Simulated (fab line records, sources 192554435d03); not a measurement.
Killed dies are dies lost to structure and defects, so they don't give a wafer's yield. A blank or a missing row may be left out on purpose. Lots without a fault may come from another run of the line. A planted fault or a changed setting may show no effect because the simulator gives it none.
Which tool did it? | flow n5_finfet | 24 lots, 72 wafers sampled, at 6 steps of a route of 1938

WHAT THE GAUGES READ, wafer by wafer
The record holds no reading of a measuring or inspecting step that can be judged against a usual standard deviation.

WHICH TOOL RAN EACH LOT (tool, then ch and the chambers of the sampled wafers, then the start)
lot  | N5_BEOL_M3_ANNEAL_51             | N5_BEOL_M3_PRE_CLEAN_60          | N5_BEOL_M3_CO_CAP_55             | N5_BEOL_M4_ALD_98                 | N5_BEOL_M4_ETCH_70                 | N5_BEOL_M4_STRIP_97
L074 | rtp_anneal-02 ch 0, day 7 11:00  | cvd_co-01 ch 1,2, day 7 11:33    | cvd_co-01 ch 1,2, day 7 11:35    | ald_sin-03 ch 0,1,2, day 7 15:26  | rie_diel-06 ch 0,2,3, day 7 19:02  | rie_diel-06 ch 0,2,3, no start
L075 | rtp_anneal-02 ch 0, day 7 18:56  | cvd_co-01 ch 0,1,2, day 7 19:44  | cvd_co-01 ch 0,1,2, day 7 19:47  | ald_sin-01 ch 1,2, day 7 22:19    | rie_diel-06 ch 0,2,3, day 7 22:29  | rie_diel-06 ch 0,2,3, no start
L076 | rtp_anneal-01 ch 0, day 7 22:30  | cvd_co-02 ch 0,1,2, day 7 23:08  | cvd_co-02 ch 0,1,2, day 7 23:10  | ald_sin-03 ch 0,2, day 8 03:43    | rie_diel-01 ch 0,3, day 8 03:58    | rie_diel-01 ch 0,3, no start
L078 | rtp_anneal-01 ch 0, day 7 23:07  | cvd_co-01 ch 0,1,2, day 7 23:47  | cvd_co-01 ch 0,1,2, day 7 23:49  | ald_sin-02 ch 0,2,3, day 8 04:25  | rie_diel-06 ch 2,3, day 8 04:38    | rie_diel-06 ch 2,3, no start
L077 | rtp_anneal-01 ch 0, day 8 04:00  | cvd_co-02 ch 0,1,2, day 8 04:38  | cvd_co-02 ch 0,1,2, day 8 04:41  | ald_sin-01 ch 0,1,3, day 8 06:51  | rie_diel-02 ch 1,3, day 8 12:53    | rie_diel-02 ch 1,3, no start
L079 | rtp_anneal-01 ch 0, day 8 11:22  | cvd_co-01 ch 0,1, day 8 11:59    | cvd_co-01 ch 0,1, day 8 12:02    | ald_sin-02 ch 0,1,3, day 8 15:24  | rie_diel-01 ch 2,3, day 9 08:35    | rie_diel-01 ch 2,3, no start
L080 | rtp_anneal-01 ch 0, day 9 15:34  | cvd_co-02 ch 1,2, day 9 16:12    | cvd_co-02 ch 1,2, day 9 16:14    | ald_sin-03 ch 1,2,3, day 9 19:11  | rie_diel-02 ch 0,1,2, day 9 22:57  | rie_diel-02 ch 0,1,2, no start
L081 | rtp_anneal-01 ch 0, day 9 22:49  | cvd_co-01 ch 0,2, day 9 23:24    | cvd_co-01 ch 0,2, day 9 23:26    | ald_sin-01 ch 0,2,3, day 10 01:50 | rie_diel-02 ch 0,1,3, day 10 02:48 | rie_diel-02 ch 0,1,3, no start
L084 | rtp_anneal-02 ch 0, day 10 10:47 | cvd_co-01 ch 0,2, day 10 11:31   | cvd_co-01 ch 0,2, day 10 11:34   | ald_sin-01 ch 0,1, day 10 14:02   | rie_diel-06 ch 2,3, day 10 20:40   | rie_diel-06 ch 2,3, no start
L083 | rtp_anneal-01 ch 0, day 10 16:10 | cvd_co-02 ch 0,1, day 10 16:46   | cvd_co-02 ch 0,1, day 10 16:48   | ald_sin-03 ch 0,1,2, day 10 22:17 | rie_diel-01 ch 2,3, day 11 01:53   | rie_diel-01 ch 2,3, no start
L087 | rtp_anneal-02 ch 0, day 10 19:25 | cvd_co-01 ch 0,2, day 10 19:58   | cvd_co-01 ch 0,2, day 10 20:03   | ald_sin-03 ch 1,2,3, day 10 23:10 | rie_diel-06 ch 0,3, day 11 01:56   | rie_diel-06 ch 0,3, no start
L082 | rtp_anneal-01 ch 0, day 10 19:42 | cvd_co-01 ch 0,2, day 10 20:13   | cvd_co-01 ch 0,2, day 10 20:17   | ald_sin-03 ch 1,2, day 10 23:28   | rie_diel-02 ch 0,1,3, day 11 02:11 | rie_diel-02 ch 0,1,3, no start
L086 | rtp_anneal-02 ch 0, day 11 00:24 | cvd_co-01 ch 0,1,2, day 11 00:58 | cvd_co-01 ch 0,1,2, day 11 01:02 | ald_sin-01 ch 1,2,3, day 11 05:04 | rie_diel-06 ch 0,1,3, day 11 06:48 | rie_diel-06 ch 0,1,3, no start
L085 | rtp_anneal-02 ch 0, day 11 09:25 | cvd_co-01 ch 1,2, day 11 10:01   | cvd_co-01 ch 1,2, day 11 10:03   | ald_sin-02 ch 0,2, day 11 12:32   | rie_diel-01 ch 0,1,3, day 11 17:32 | rie_diel-01 ch 0,1,3, no start
L088 | rtp_anneal-02 ch 0, day 11 12:36 | cvd_co-01 ch 0,2, day 11 13:15   | cvd_co-01 ch 0,2, day 11 13:17   | ald_sin-02 ch 1,2, day 11 17:37   | rie_diel-02 ch 0,1,3, day 11 21:13 | rie_diel-02 ch 0,1,3, no start
L089 | rtp_anneal-01 ch 0, day 12 02:01 | cvd_co-02 ch 0,1, day 12 02:41   | cvd_co-02 ch 0,1, day 12 02:43   | ald_sin-02 ch 1,2,3, day 12 04:59 | rie_diel-01 ch 1,3, day 12 14:44   | rie_diel-01 ch 1,3, no start
L090 | rtp_anneal-01 ch 0, day 12 05:08 | cvd_co-02 ch 0,1,2, day 12 05:46 | cvd_co-02 ch 0,1,2, day 12 05:49 | ald_sin-03 ch 0,1,2, day 12 08:13 | rie_diel-01 ch 1,3, day 12 14:22   | rie_diel-01 ch 1,3, no start
L091 | rtp_anneal-01 ch 0, day 12 05:41 | cvd_co-01 ch 0,1,2, day 12 06:25 | cvd_co-01 ch 0,1,2, day 12 06:27 | ald_sin-01 ch 0,1,2, day 12 10:54 | rie_diel-06 ch 0,2,3, day 12 15:15 | rie_diel-06 ch 0,2,3, no start
L092 | rtp_anneal-01 ch 0, day 12 07:57 | cvd_co-02 ch 0,1,2, day 12 08:28 | cvd_co-02 ch 0,1,2, day 12 08:32 | ald_sin-01 ch 2,3, day 12 11:13   | rie_diel-01 ch 0,2,3, day 12 17:56 | rie_diel-01 ch 0,2,3, no start
L093 | rtp_anneal-01 ch 0, day 12 08:49 | cvd_co-02 ch 1,2, day 12 09:36   | cvd_co-02 ch 1,2, day 12 09:38   | ald_sin-02 ch 0,1,3, day 12 12:15 | rie_diel-01 ch 1,2,3, day 12 19:31 | rie_diel-01 ch 1,2,3, no start
L094 | rtp_anneal-01 ch 0, day 12 19:55 | cvd_co-02 ch 1,2, day 12 20:31   | cvd_co-02 ch 1,2, day 12 20:34   | ald_sin-01 ch 0,1,2, day 12 23:59 | rie_diel-01 ch 0,3, day 13 05:30   | rie_diel-01 ch 0,3, no start
L095 | rtp_anneal-01 ch 0, day 12 22:01 | cvd_co-01 ch 0,1,2, day 12 22:37 | cvd_co-01 ch 0,1,2, day 12 22:40 | ald_sin-01 ch 1,2,3, day 13 01:00 | rie_diel-01 ch 0,1,3, day 13 04:47 | rie_diel-01 ch 0,1,3, no start
L096 | rtp_anneal-01 ch 0, day 13 01:22 | cvd_co-01 ch 0,1,2, day 13 01:59 | cvd_co-01 ch 0,1,2, day 13 02:02 | ald_sin-01 ch 0,1,2, day 13 07:08 | rie_diel-01 ch 1,2,3, day 13 08:08 | rie_diel-01 ch 1,2,3, no start
L097 | rtp_anneal-02 ch 0, day 13 18:40 | cvd_co-01 ch 1,2, day 13 19:18   | cvd_co-01 ch 1,2, day 13 19:20   | ald_sin-03 ch 0,3, day 13 22:53   | rie_diel-01 ch 0,1,3, day 14 06:13 | rie_diel-01 ch 0,1,3, no start
- N5_BEOL_M3_ANNEAL_51: time 90 s.
- N5_BEOL_M3_PRE_CLEAN_60: time 15 s.
- N5_BEOL_M3_CO_CAP_55: material Co, precursor CCTBA/H2, target thk 2 nm, time 102.1 s.
- N5_BEOL_M4_ALD_98: deposits SiO2, target thk 2.5 nm, pulse time 1 s, co reactant pulse time 1 s.
- N5_BEOL_M4_ETCH_70: etches SOC in N2/H2, target depth 80 nm, overetch 24 nm, time 130 s.
- N5_BEOL_M4_STRIP_97: strips in N2/H2, time 10 s.

WHAT THE TOOLS THEMSELVES READ (means of the sampled wafers that have a number; where no wafer has one, the mark that the record gives instead)
N5_BEOL_M3_ANNEAL_51. Usual: anneal_temp_c_max 225.83, standard deviation 0.22; wafer_temp_C_max 225.78, standard deviation 0.25.
lot  | tool          | anneal_temp_c_max | wafer_temp_C_max | flag
L074 | rtp_anneal-02 | 225.83            | 225.99           |
L075 | rtp_anneal-02 | 225.83            | 225.93           |
L076 | rtp_anneal-01 | 225.79            | 225.78           |
L078 | rtp_anneal-01 | 225.88            | 225.55           |
L077 | rtp_anneal-01 | 225.89            | 225.53           |
L079 | rtp_anneal-01 | 225.93            | 225.86           |
L080 | rtp_anneal-01 | 225.83            | 225.63           |
L081 | rtp_anneal-01 | 225.88            | 225.74           |
L084 | rtp_anneal-02 | 225.37            | 225.94           |
L083 | rtp_anneal-01 | 225.79            | 225.51           |
L087 | rtp_anneal-02 | 225.85            | 225.93           |
L082 | rtp_anneal-01 | 225.69            | 225.90           |
L086 | rtp_anneal-02 | 225.87            | 225.96           |
L085 | rtp_anneal-02 | 225.74            | 226.03           |
L088 | rtp_anneal-02 | 225.78            | 225.76           |
L089 | rtp_anneal-01 | 225.78            | 225.67           |
L090 | rtp_anneal-01 | 225.77            | 225.67           |
L091 | rtp_anneal-01 | 225.94            | 225.56           |
L092 | rtp_anneal-01 | 226.02            | 225.53           |
L093 | rtp_anneal-01 | 226.06            | 225.82           |
L094 | rtp_anneal-01 | 225.82            | 225.59           |
L095 | rtp_anneal-01 | 226.23            | 225.79           |
L096 | rtp_anneal-01 | 225.84            | 225.82           |
L097 | rtp_anneal-02 | 225.94            | 225.79           |

N5_BEOL_M3_PRE_CLEAN_60. Usual: heater_power_w 96 W, standard deviation 17.
lot  | tool      | heater_power_w (W) | flag
L074 | cvd_co-01 | 88                 |
L075 | cvd_co-01 | 102                |
L076 | cvd_co-02 | 86                 |
L078 | cvd_co-01 | 101                |
L077 | cvd_co-02 | 84                 |
L079 | cvd_co-01 | 114                |
L080 | cvd_co-02 | 88                 |
L081 | cvd_co-01 | 108                |
L084 | cvd_co-01 | 96                 |
L083 | cvd_co-02 | 77                 |
L087 | cvd_co-01 | 108                |
L082 | cvd_co-01 | 109                |
L086 | cvd_co-01 | 102                |
L085 | cvd_co-01 | 89                 |
L088 | cvd_co-01 | 110                |
L089 | cvd_co-02 | 76                 |
L090 | cvd_co-02 | 86                 |
L091 | cvd_co-01 | 101                |
L092 | cvd_co-02 | 87                 |
L093 | cvd_co-02 | 88                 |
L094 | cvd_co-02 | 91                 |
L095 | cvd_co-01 | 102                |
L096 | cvd_co-01 | 103                |
L097 | cvd_co-01 | 90                 |

N5_BEOL_M3_CO_CAP_55. Usual: chamber_pressure_Torr 30.01 Torr, standard deviation 0.069; heater_power_w 250 W, standard deviation 21.
lot  | tool      | chamber_pressure_Torr (Torr) | heater_power_w (W) | flag
L074 | cvd_co-01 | 29.95                        | 242                |
L075 | cvd_co-01 | 30.01                        | 256                |
L076 | cvd_co-02 | 29.99                        | 237                |
L078 | cvd_co-01 | 30.04                        | 257                |
L077 | cvd_co-02 | 29.98                        | 235                |
L079 | cvd_co-01 | 30.00                        | 271                |
L080 | cvd_co-02 | 30.05                        | 240                |
L081 | cvd_co-01 | 29.99                        | 264                |
L084 | cvd_co-01 | 29.94                        | 249                |
L083 | cvd_co-02 | 30.03                        | 229                |
L087 | cvd_co-01 | 29.97                        | 266                |
L082 | cvd_co-01 | 30.02                        | 265                |
L086 | cvd_co-01 | 30.00                        | 257                |
L085 | cvd_co-01 | 30.01                        | 243                |
L088 | cvd_co-01 | 30.05                        | 265                |
L089 | cvd_co-02 | 30.01                        | 226                |
L090 | cvd_co-02 | 30.01                        | 233                |
L091 | cvd_co-01 | 29.97                        | 256                |
L092 | cvd_co-02 | 30.03                        | 236                |
L093 | cvd_co-02 | 29.97                        | 239                |
L094 | cvd_co-02 | 29.95                        | 243                |
L095 | cvd_co-01 | 30.02                        | 258                |
L096 | cvd_co-01 | 30.07                        | 258                |
L097 | cvd_co-01 | 30.03                        | 244                |

N5_BEOL_M4_ALD_98. Usual: chamber_pressure_Torr 2.000 Torr, standard deviation 0.0041; heater_power_w 78 W, standard deviation 8.1; precursor_pulse_height_rel 0.999, standard deviation 0.019.
lot  | tool       | chamber_pressure_Torr (Torr) | heater_power_w (W) | precursor_pulse_height_rel | flag
L074 | ald_sin-03 | 2.003                        | 78                 | 1.000                      |
L075 | ald_sin-01 | 1.999                        | 75                 | 0.987                      |
L076 | ald_sin-03 | 2.002                        | 78                 | 1.005                      |
L078 | ald_sin-02 | 1.996                        | 84                 | 1.013                      |
L077 | ald_sin-01 | 1.994                        | 76                 | 0.999                      |
L079 | ald_sin-02 | 2.000                        | 86                 | 0.993                      |
L080 | ald_sin-03 | 2.002                        | 81                 | 0.980                      |
L081 | ald_sin-01 | 1.999                        | 75                 | 0.979                      |
L084 | ald_sin-01 | 2.000                        | 71                 | 1.011                      |
L083 | ald_sin-03 | 1.997                        | 79                 | 0.992                      |
L087 | ald_sin-03 | 2.001                        | 80                 | 1.003                      |
L082 | ald_sin-03 | 1.998                        | 80                 | 1.014                      |
L086 | ald_sin-01 | 2.004                        | 81                 | 0.999                      |
L085 | ald_sin-02 | 2.000                        | 81                 | 1.008                      |
L088 | ald_sin-02 | 2.003                        | 80                 | 1.018                      |
L089 | ald_sin-02 | 2.002                        | 83                 | 1.002                      |
L090 | ald_sin-03 | 2.000                        | 78                 | 0.997                      |
L091 | ald_sin-01 | 2.002                        | 70                 | 0.999                      |
L092 | ald_sin-01 | 1.999                        | 79                 | 0.995                      |
L093 | ald_sin-02 | 1.998                        | 86                 | 0.992                      |
L094 | ald_sin-01 | 2.001                        | 71                 | 1.004                      |
L095 | ald_sin-01 | 1.997                        | 80                 | 0.992                      |
L096 | ald_sin-01 | 1.997                        | 70                 | 1.001                      |
L097 | ald_sin-03 | 2.004                        | 80                 | 0.986                      |

N5_BEOL_M4_ETCH_70. Usual: drypump_motor_current_A 5.5 A, standard deviation 0.44; oes_product_au 0.59 a.u., standard deviation 0.066; rf_vpp_V 524 V, standard deviation 3.7; showerhead_plenum_p_Torr 2.54 Torr, standard deviation 0.13; throttle_valve_pct 17.88 %, standard deviation 0.22.
lot  | tool        | drypump_motor_current_A (A) | oes_product_au (a.u.) | rf_vpp_V (V) | showerhead_plenum_p_Torr (Torr) | throttle_valve_pct (%) | flag
L074 | rie_diel-06 | 5.9                         | 0.60                  | 524          | 2.57                            | 17.77                  |
L075 | rie_diel-06 | 5.9                         | 0.60                  | 524          | 2.57                            | 17.78                  |
L076 | rie_diel-01 | 5.4                         | 0.63                  | 524          | 2.54                            | 17.78                  |
L078 | rie_diel-06 | 6.0                         | 0.56                  | 523          | 2.52                            | 17.91                  |
L077 | rie_diel-02 | 5.5                         | 0.57                  | 526          | 2.63                            | 17.97                  |
L079 | rie_diel-01 | 5.1                         | 0.58                  | 520          | 2.42                            | 17.95                  |
L080 | rie_diel-02 | 5.6                         | 0.55                  | 526          | 2.61                            | 18.06                  |
L081 | rie_diel-02 | 5.7                         | 0.57                  | 526          | 2.62                            | 17.96                  |
L084 | rie_diel-06 | 6.2                         | 0.59                  | 522          | 2.49                            | 17.77                  |
L083 | rie_diel-01 | 5.1                         | 0.57                  | 520          | 2.41                            | 17.97                  |
L087 | rie_diel-06 | 6.1                         | 0.62                  | 523          | 2.54                            | 17.64                  |
L082 | rie_diel-02 | 5.7                         | 0.56                  | 526          | 2.61                            | 17.97                  |
L086 | rie_diel-06 | 6.1                         | 0.63                  | 527          | 2.61                            | 17.75                  |
L085 | rie_diel-01 | 5.3                         | 0.65                  | 524          | 2.58                            | 17.80                  |
L088 | rie_diel-02 | 5.7                         | 0.56                  | 526          | 2.61                            | 17.97                  |
L089 | rie_diel-01 | 5.5                         | 0.60                  | 524          | 2.54                            | 17.88                  |
L090 | rie_diel-01 | 5.4                         | 0.58                  | 523          | 2.48                            | 17.99                  |
L091 | rie_diel-06 | 5.9                         | 0.57                  | 524          | 2.55                            | 17.84                  |
L092 | rie_diel-01 | 5.2                         | 0.62                  | 524          | 2.54                            | 17.80                  |
L093 | rie_diel-01 | 5.3                         | 0.57                  | 521          | 2.44                            | 18.00                  |
L094 | rie_diel-01 | 5.4                         | 0.65                  | 526          | 2.63                            | 17.70                  |
L095 | rie_diel-01 | 5.3                         | 0.62                  | 525          | 2.58                            | 17.80                  |
L096 | rie_diel-01 | 5.3                         | 0.57                  | 520          | 2.44                            | 18.00                  |
L097 | rie_diel-01 | 5.3                         | 0.62                  | 525          | 2.57                            | 17.82                  |

N5_BEOL_M4_STRIP_97. Usual: bias_power_w 6.999 W, standard deviation 0.02; drypump_motor_current_A 5.5 A, standard deviation 0.44; oes_product_au 0.81 a.u., standard deviation 0.094; rf_vpp_V 59.2 V, standard deviation 0.86; showerhead_plenum_p_Torr 2.54 Torr, standard deviation 0.13; throttle_valve_pct 23.73 %, standard deviation 0.23.
lot  | tool        | bias_power_w (W) | drypump_motor_current_A (A) | oes_product_au (a.u.) | rf_vpp_V (V) | showerhead_plenum_p_Torr (Torr) | throttle_valve_pct (%) | flag
L074 | rie_diel-06 | 7.003            | 5.9                         | 0.82                  | 60.1         | 2.56                            | 23.63                  |
L075 | rie_diel-06 | 6.979            | 5.9                         | 0.82                  | 59.6         | 2.56                            | 23.64                  |
L076 | rie_diel-01 | 7.002            | 5.4                         | 0.86                  | 59.5         | 2.54                            | 23.63                  |
L078 | rie_diel-06 | 7.003            | 6.0                         | 0.76                  | 59.5         | 2.51                            | 23.78                  |
L077 | rie_diel-02 | 6.967            | 5.5                         | 0.78                  | 58.7         | 2.63                            | 23.80                  |
L079 | rie_diel-01 | 7.011            | 5.1                         | 0.78                  | 59.3         | 2.41                            | 23.83                  |
L080 | rie_diel-02 | 6.985            | 5.6                         | 0.76                  | 58.9         | 2.61                            | 23.88                  |
L081 | rie_diel-02 | 6.990            | 5.7                         | 0.76                  | 59.3         | 2.61                            | 23.76                  |
L084 | rie_diel-06 | 7.002            | 6.2                         | 0.81                  | 58.8         | 2.48                            | 23.61                  |
L083 | rie_diel-01 | 6.997            | 5.1                         | 0.77                  | 58.4         | 2.40                            | 23.86                  |
L087 | rie_diel-06 | 6.985            | 6.1                         | 0.84                  | 59.0         | 2.54                            | 23.47                  |
L082 | rie_diel-02 | 7.002            | 5.7                         | 0.77                  | 59.5         | 2.61                            | 23.79                  |
L086 | rie_diel-06 | 6.993            | 6.1                         | 0.86                  | 60.0         | 2.61                            | 23.61                  |
L085 | rie_diel-01 | 7.014            | 5.3                         | 0.88                  | 59.1         | 2.58                            | 23.66                  |
L088 | rie_diel-02 | 6.991            | 5.7                         | 0.76                  | 59.2         | 2.61                            | 23.80                  |
L089 | rie_diel-01 | 7.000            | 5.5                         | 0.82                  | 59.1         | 2.53                            | 23.76                  |
L090 | rie_diel-01 | 6.989            | 5.4                         | 0.79                  | 59.9         | 2.48                            | 23.86                  |
L091 | rie_diel-06 | 7.002            | 5.9                         | 0.77                  | 59.1         | 2.55                            | 23.68                  |
L092 | rie_diel-01 | 7.011            | 5.2                         | 0.84                  | 59.2         | 2.53                            | 23.67                  |
L093 | rie_diel-01 | 7.005            | 5.3                         | 0.76                  | 59.0         | 2.44                            | 23.87                  |
L094 | rie_diel-01 | 7.004            | 5.4                         | 0.88                  | 59.7         | 2.62                            | 23.56                  |
L095 | rie_diel-01 | 7.002            | 5.3                         | 0.85                  | 59.0         | 2.57                            | 23.66                  |
L096 | rie_diel-01 | 7.006            | 5.3                         | 0.77                  | 59.1         | 2.44                            | 23.88                  |
L097 | rie_diel-01 | 7.007            | 5.3                         | 0.84                  | 58.3         | 2.57                            | 23.68                  |

THE ANSWER, worked out from the rows above alone
Rule: a lot is off if the mean of its wafers that have a number lies more than 3 standard deviations from the usual mean. A lot without any number at a reading at which 4 lots or more have one is off too. The other lots that the step has rows for count as sound. The gauges are gone through in route order, then the tools' own readings, and for those a lot's mean is taken as printed above. The first step at which some lot is off is used, and at that step the reading that is off furthest; a lot without a number counts as furthest.
No lot is off at any reading shown: from this, nothing can be told.

WHAT THE SIMULATOR HAD PUT IN
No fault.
